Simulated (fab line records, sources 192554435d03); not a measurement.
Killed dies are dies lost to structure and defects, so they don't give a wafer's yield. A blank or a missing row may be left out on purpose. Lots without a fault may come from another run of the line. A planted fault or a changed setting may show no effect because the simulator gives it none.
A struck lot beside a sound one | flow n5_finfet | 26 steps out of a route of 1938
Sound: wafers L607.1, L607.4, L607.5. Struck: wafers L610.3, L610.4, L610.5. The cause comes at the end.
At each step with rows: each side's tool, then ch and its chambers, then its first start. Under that, the readings that differ: sound wafers | struck wafers | difference of the means | sigmas: that difference in standard deviations of wafers without a fault.
alike: readings whose means differ by less than 2 such deviations, and words and numbers that are the same on both sides. not compared: withheld readings, readings that some wafer has no value for, bounds like >300 that may hide the same value, and numbers for which the record gives no deviation and whose values overlap.
The two part at a step that has a row with sigmas, a row that says differs or no value, or rows on one side only. Numbers that don't overlap but have no deviation are shown without sigmas and don't part them. A reading that every wafer of one side lacks parts them only if that side has two wafers or more.

N5_BEOL_M14_SPUTTER_44: material Ta, target thk 15 nm, time 24.19 s.
  sound on pvd_sputter-01, day 14 08:30; struck on pvd_sputter-02, day 16 01:47
  alike: susceptor_temp_C, throttle_valve_pct
N5_BEOL_M14_SPUTTER_45: material Cu, target thk 100 nm, time 16.67 s.
  sound on pvd_sputter-01, day 14 08:35; struck on pvd_sputter-02, day 16 01:52
  alike: chuck_gas_flow_sccm, susceptor_temp_C, throttle_valve_pct
then, 2 steps without rows for these wafers: N5_BEOL_M14_ECD_47 (material Cu, target thk 1248 nm); N5_BEOL_M14_ANNEAL_48 (time 90 s).
N5_BEOL_M14_CMP_49: polishes, stops on SiO2, t overpolish 5.2 s, target thk 560 nm.
  sound on cmp-01 ch 0,1,2, day 14 09:21; struck on cmp-01 ch 0,2, day 16 02:31
  alike: barrier_field_endpoint_s, motor_current_A, overpolish_run_s, slurry_filter_dp_kPa, time_to_endpoint_s
N5_BEOL_M14_THK_MEAS_50: measures by xrf.
  sound on film_metro-01, day 14 09:37; struck on film_metro-01, day 16 02:47
  alike: M14_THK
then, 2 steps without rows for these wafers: N5_BEOL_M14_PRE_CLEAN_52 (time 15 s); N5_BEOL_M14_DEP_53 (deposits SiCN from 3MS/NH3, target thk 50 nm, time 17.8 s).
N5_BEOL_M14_RS_MEAS_54: measures by four-point-probe.
  sound on film_metro-02, day 14 09:44; struck on film_metro-02, day 16 02:54
  alike: M14_RS
N5_BEOL_M14_INSPECT_55: inspects for defects (darkfield).
  sound on defect_inspect-02, day 14 09:46; struck on defect_inspect-02, day 16 02:56
  alike: raw_defect_count
then, 1 step without rows for these wafers: N5_BEOL_M15_ILD_DEP_00 (deposits SiO2 from TEOS/O2, target thk 1629.3 nm, time 346.1 s).
N5_BEOL_M15_THK_MEAS_01:
  sound on film_metro-02, day 14 10:03; struck on film_metro-01, day 16 03:13
  alike: M15_ILD_THK
N5_BEOL_M15_COAT_58: time 60 s, resist thk 89 nm.
  sound on litho_track-03 ch 0, day 14 10:05; struck on litho_track-02 ch 0, day 16 03:15
  reading                                    | sound                | struck               | difference | sigmas
  spin_speed_rpm (rpm)                       | 1502.0 1500.1 1500.0 | 2241.5 2243.4 2242.0 | +741.6     | +99 or more
  model.BARC_of_BEOL_M15_COAT_58.thk_nm (nm) | 88.6 88.8 88.8       | 72.8 72.4 72.4       | -16.2      |
  alike: plate_temp_C
then, 7 steps without rows for these wafers: N5_BEOL_M15_COAT_04 (resist thk 800 nm); N5_BEOL_M15_EBR_06; N5_BEOL_M15_SOFTBAKE_05 (time 60 s); N5_BEOL_M15_EXPOSE_07 (exposes mask V14); N5_BEOL_M15_PEB_08 (peb time 90 s); N5_BEOL_M15_DEVELOP_09 (develop time 45 s); N5_BEOL_M15_HARDBAKE_14 (time 120 s).
N5_BEOL_M15_CD_MEAS_10: target cd 360 nm.
  sound on cd_sem-02 ch 0, day 14 10:29; struck on cd_sem-02 ch 0, day 16 03:31
  alike: cd_nm
N5_BEOL_M15_OVL_MEAS_11:
  sound on overlay-01 ch 0, day 14 10:31; struck on overlay-02 ch 0, day 16 03:33
  alike: V14_OVL
N5_BEOL_M15_INSPECT_12: inspects for defects (macro).
  sound on defect_inspect-01, day 14 10:32; struck on defect_inspect-02, day 16 03:34
  alike: raw_defect_count
N5_BEOL_M15_DESCUM_15: chemistry O2, time 7.9 s.
  sound on rie_diel-06 ch 1,2,3, day 14 10:59; struck on rie_diel-02 ch 0,1,3, day 16 03:37
  alike: drypump_motor_current_A, o2_flow_sccm, oes_product_au, rf_vpp_V, showerhead_plenum_p_Torr, throttle_valve_pct
  not compared: rf_hours_counter_h
N5_BEOL_M15_ETCH_59: etches BARC in N2/H2, target depth 89 nm, overetch 26.7 nm, time 67.9 s.
  sound on rie_diel-06 ch 1,2,3, day 14 11:01; struck on rie_diel-02 ch 0,1,3, day 16 03:38
  reading                  | sound             | struck            | difference | sigmas
  model.etch.depth_nm (nm) | 88.64 88.88 88.73 | 72.73 72.49 72.43 | -16.20     |
  alike: drypump_motor_current_A, n2_flow_sccm, oes_product_au, rf_vpp_V, showerhead_plenum_p_Torr, throttle_valve_pct
  not compared: rf_hours_counter_h
N5_BEOL_M15_VIA_ETCH_16: etches SiO2 in C4F8/O2/Ar, target depth 1792.2 nm.
  sound on rie_diel-06 ch 1,2,3, day 14 11:04; struck on rie_diel-02 ch 0,1,3, day 16 03:41
  alike: drypump_motor_current_A, he_inner_torr, oes_product_au, rf_vpp_V, showerhead_plenum_p_Torr, throttle_valve_pct

WHERE THEY PART
Only at N5_BEOL_M15_COAT_58, within this record. Later steps at which nothing parts them and some readings are alike: N5_BEOL_M15_CD_MEAS_10, N5_BEOL_M15_OVL_MEAS_11, N5_BEOL_M15_INSPECT_12, N5_BEOL_M15_DESCUM_15, N5_BEOL_M15_ETCH_59, N5_BEOL_M15_VIA_ETCH_16.

WHY: what the simulator had put in
Process parameter drift: litho_track-02, from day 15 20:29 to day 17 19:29, at N5_BEOL_M15_COAT_58. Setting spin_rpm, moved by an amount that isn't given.
